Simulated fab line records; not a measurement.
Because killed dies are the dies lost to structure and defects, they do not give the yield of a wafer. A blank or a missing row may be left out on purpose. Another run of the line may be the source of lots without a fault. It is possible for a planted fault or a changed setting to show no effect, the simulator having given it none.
Matching of chambers + flow n5_finfet + 4 sister chambers for N5_BEOL_M13_ETCH_68 on rie_diel-02
The step etches SOC in N2/H2, time 355 s. 4 wafers are shown with their chamber, then 9 later ones without.

EACH WAFER AND ITS CHAMBER
| wafer  | chamber | showerhead_plenum_p_Torr (Torr) |
|--------|---------|---------------------------------|
| L085.2 | 3       | 2.69                            |
| L088.2 | 0       | 2.47                            |
| L088.5 | 1       | 2.62                            |
| L088.6 | 2       | 2.50                            |

WAFERS MISSING THEIR CHAMBER
| wafer  | showerhead_plenum_p_Torr (Torr) |
|--------|---------------------------------|
| L093.1 | 2.62                            |
| L093.2 | 2.47                            |
| L093.4 | 2.68                            |
| L095.1 | 2.46                            |
| L095.4 | 2.67                            |
| L095.5 | 2.46                            |
| L097.1 | 2.49                            |
| L097.5 | 2.46                            |
| L097.6 | 2.49                            |

CHAMBER TAKEN BY EACH
| wafer  | from the rows above     | in truth |
|--------|-------------------------|----------|
| L093.1 | 1                       | 1        |
| L093.2 | 0                       | 0        |
| L093.4 | 3                       | 3        |
| L095.1 | 0                       | 0        |
| L095.4 | 3                       | 3        |
| L095.5 | 0                       | 0        |
| L097.1 | can't be placed: 2 or 0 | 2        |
| L097.5 | 0                       | 0        |
| L097.6 | can't be placed: 2 or 0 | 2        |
Correctly placed: 7 of 9. Cannot be placed on the basis of these rows: 2; the candidates contain the true chamber in 2. Placed wrongly: 0.
How it was worked out, from the rows above alone: a wafer's distance from a chamber is the root of the sum, over the readings, of the square of ((its reading less the chamber's mean) divided by the reading's scatter). The wafer belongs to the nearest chamber; if the next one is less than 2 further off, it can't be placed. The mean given for a chamber averages the wafers shown for that chamber. The scatter (one wafer shown for each chamber): square how far every hidden wafer sits from the nearest shown wafer, average those squares and take the square root.
